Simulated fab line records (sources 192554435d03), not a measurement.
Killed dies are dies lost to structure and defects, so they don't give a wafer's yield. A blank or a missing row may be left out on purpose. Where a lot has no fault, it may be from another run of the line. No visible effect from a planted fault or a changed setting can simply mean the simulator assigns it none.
Chamber matching || flow n5_finfet || N5_BEOL_M6_DEP_56 on pecvd-04: 3 sister chambers
The step deposits SiCN from 3MS/NH3, target thk 10 nm, time 17.5 s. 24 wafers are shown with their chamber, then 12 later ones without.

WAFERS, EACH WITH ITS CHAMBER
{"wafer": "L074.1", "chamber": 1, "throttle_valve_pct (%)": 9.7, "showerhead_plenum_p_Torr (Torr)": 3.682}
{"wafer": "L074.2", "chamber": 0, "throttle_valve_pct (%)": 8.2, "showerhead_plenum_p_Torr (Torr)": 3.661}
{"wafer": "L074.3", "chamber": 1, "throttle_valve_pct (%)": 9.6, "showerhead_plenum_p_Torr (Torr)": 3.678}
{"wafer": "L074.4", "chamber": 0, "throttle_valve_pct (%)": 8.5, "showerhead_plenum_p_Torr (Torr)": 3.660}
{"wafer": "L074.5", "chamber": 1, "throttle_valve_pct (%)": 9.6, "showerhead_plenum_p_Torr (Torr)": 3.685}
{"wafer": "L074.6", "chamber": 0, "throttle_valve_pct (%)": 8.4, "showerhead_plenum_p_Torr (Torr)": 3.660}
{"wafer": "L076.1", "chamber": 0, "throttle_valve_pct (%)": 8.4, "showerhead_plenum_p_Torr (Torr)": 3.656}
{"wafer": "L076.2", "chamber": 1, "throttle_valve_pct (%)": 9.5, "showerhead_plenum_p_Torr (Torr)": 3.681}
{"wafer": "L076.3", "chamber": 2, "throttle_valve_pct (%)": 8.7, "showerhead_plenum_p_Torr (Torr)": 3.661}
{"wafer": "L076.4", "chamber": 2, "throttle_valve_pct (%)": 8.5, "showerhead_plenum_p_Torr (Torr)": 3.671}
{"wafer": "L076.5", "chamber": 1, "throttle_valve_pct (%)": 9.4, "showerhead_plenum_p_Torr (Torr)": 3.677}
{"wafer": "L076.6", "chamber": 0, "throttle_valve_pct (%)": 8.7, "showerhead_plenum_p_Torr (Torr)": 3.667}
{"wafer": "L077.3", "chamber": 0, "throttle_valve_pct (%)": 8.4, "showerhead_plenum_p_Torr (Torr)": 3.672}
{"wafer": "L077.5", "chamber": 0, "throttle_valve_pct (%)": 8.6, "showerhead_plenum_p_Torr (Torr)": 3.658}
{"wafer": "L077.6", "chamber": 1, "throttle_valve_pct (%)": 9.6, "showerhead_plenum_p_Torr (Torr)": 3.672}
{"wafer": "L080.1", "chamber": 1, "throttle_valve_pct (%)": 9.4, "showerhead_plenum_p_Torr (Torr)": 3.680}
{"wafer": "L080.2", "chamber": 0, "throttle_valve_pct (%)": 8.4, "showerhead_plenum_p_Torr (Torr)": 3.658}
{"wafer": "L080.3", "chamber": 0, "throttle_valve_pct (%)": 8.3, "showerhead_plenum_p_Torr (Torr)": 3.665}
{"wafer": "L080.4", "chamber": 1, "throttle_valve_pct (%)": 9.5, "showerhead_plenum_p_Torr (Torr)": 3.677}
{"wafer": "L080.5", "chamber": 1, "throttle_valve_pct (%)": 9.5, "showerhead_plenum_p_Torr (Torr)": 3.674}
{"wafer": "L080.6", "chamber": 0, "throttle_valve_pct (%)": 8.4, "showerhead_plenum_p_Torr (Torr)": 3.655}
{"wafer": "L081.1", "chamber": 0, "throttle_valve_pct (%)": 8.5, "showerhead_plenum_p_Torr (Torr)": 3.665}
{"wafer": "L081.3", "chamber": 0, "throttle_valve_pct (%)": 8.5, "showerhead_plenum_p_Torr (Torr)": 3.658}
{"wafer": "L081.6", "chamber": 0, "throttle_valve_pct (%)": 8.4, "showerhead_plenum_p_Torr (Torr)": 3.663}

SIGNATURES, as means of the wafers listed above
{"reading": "throttle_valve_pct", "chamber 0": 8.438, "chamber 1": 9.533, "chamber 2": 8.600, "scatter within a chamber": 0.118}
{"reading": "showerhead_plenum_p_Torr", "chamber 0": 3.66138, "chamber 1": 3.67844, "chamber 2": 3.66600, "scatter within a chamber": 0.00469}
Rule: distance of a wafer from a chamber = root of the sum over the readings of ((wafer's reading minus chamber's mean) / reading's scatter) squared. If the next closest chamber is less than 2 further off than the closest, the wafer can't be placed; otherwise it belongs to the closest. How the scatter is found: for the shown wafers, subtract from each reading the mean of its chamber, square and add these, divide the total by (wafers less chambers), then take the root.

WAFERS MISSING THEIR CHAMBER
{"wafer": "L082.2", "throttle_valve_pct (%)": 8.2, "showerhead_plenum_p_Torr (Torr)": 3.663}
{"wafer": "L082.3", "throttle_valve_pct (%)": 9.6, "showerhead_plenum_p_Torr (Torr)": 3.669}
{"wafer": "L082.5", "throttle_valve_pct (%)": 8.3, "showerhead_plenum_p_Torr (Torr)": 3.665}
{"wafer": "L089.4", "throttle_valve_pct (%)": 8.8, "showerhead_plenum_p_Torr (Torr)": 3.657}
{"wafer": "L089.5", "throttle_valve_pct (%)": 8.4, "showerhead_plenum_p_Torr (Torr)": 3.674}
{"wafer": "L089.6", "throttle_valve_pct (%)": 9.4, "showerhead_plenum_p_Torr (Torr)": 3.679}
{"wafer": "L090.1", "throttle_valve_pct (%)": 8.1, "showerhead_plenum_p_Torr (Torr)": 3.652}
{"wafer": "L090.2", "throttle_valve_pct (%)": 9.9, "showerhead_plenum_p_Torr (Torr)": 3.673}
{"wafer": "L090.6", "throttle_valve_pct (%)": 8.5, "showerhead_plenum_p_Torr (Torr)": 3.661}
{"wafer": "L095.1", "throttle_valve_pct (%)": 8.4, "showerhead_plenum_p_Torr (Torr)": 3.655}
{"wafer": "L095.2", "throttle_valve_pct (%)": 8.7, "showerhead_plenum_p_Torr (Torr)": 3.666}
{"wafer": "L095.4", "throttle_valve_pct (%)": 8.5, "showerhead_plenum_p_Torr (Torr)": 3.651}

EACH ONE'S CHAMBER
{"wafer": "L082.2", "from the rows above": "can't be placed: 0 or 2", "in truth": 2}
{"wafer": "L082.3", "from the rows above": 1, "in truth": 1}
{"wafer": "L082.5", "from the rows above": "can't be placed: 0 or 2", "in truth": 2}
{"wafer": "L089.4", "from the rows above": "can't be placed: 2 or 0", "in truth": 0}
{"wafer": "L089.5", "from the rows above": "can't be placed: 2 or 0", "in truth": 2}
{"wafer": "L089.6", "from the rows above": 1, "in truth": 1}
{"wafer": "L090.1", "from the rows above": "can't be placed: 0 or 2", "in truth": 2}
{"wafer": "L090.2", "from the rows above": 1, "in truth": 1}
{"wafer": "L090.6", "from the rows above": "can't be placed: 0 or 2", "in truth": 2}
{"wafer": "L095.1", "from the rows above": "can't be placed: 0 or 2", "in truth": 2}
{"wafer": "L095.2", "from the rows above": "can't be placed: 2 or 0", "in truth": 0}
{"wafer": "L095.4", "from the rows above": "can't be placed: 0 or 2", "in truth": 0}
3 of 12 placed correctly. Unplaceable from these rows: 9, with the true chamber sitting among the candidates in 9. 0 placed wrongly.
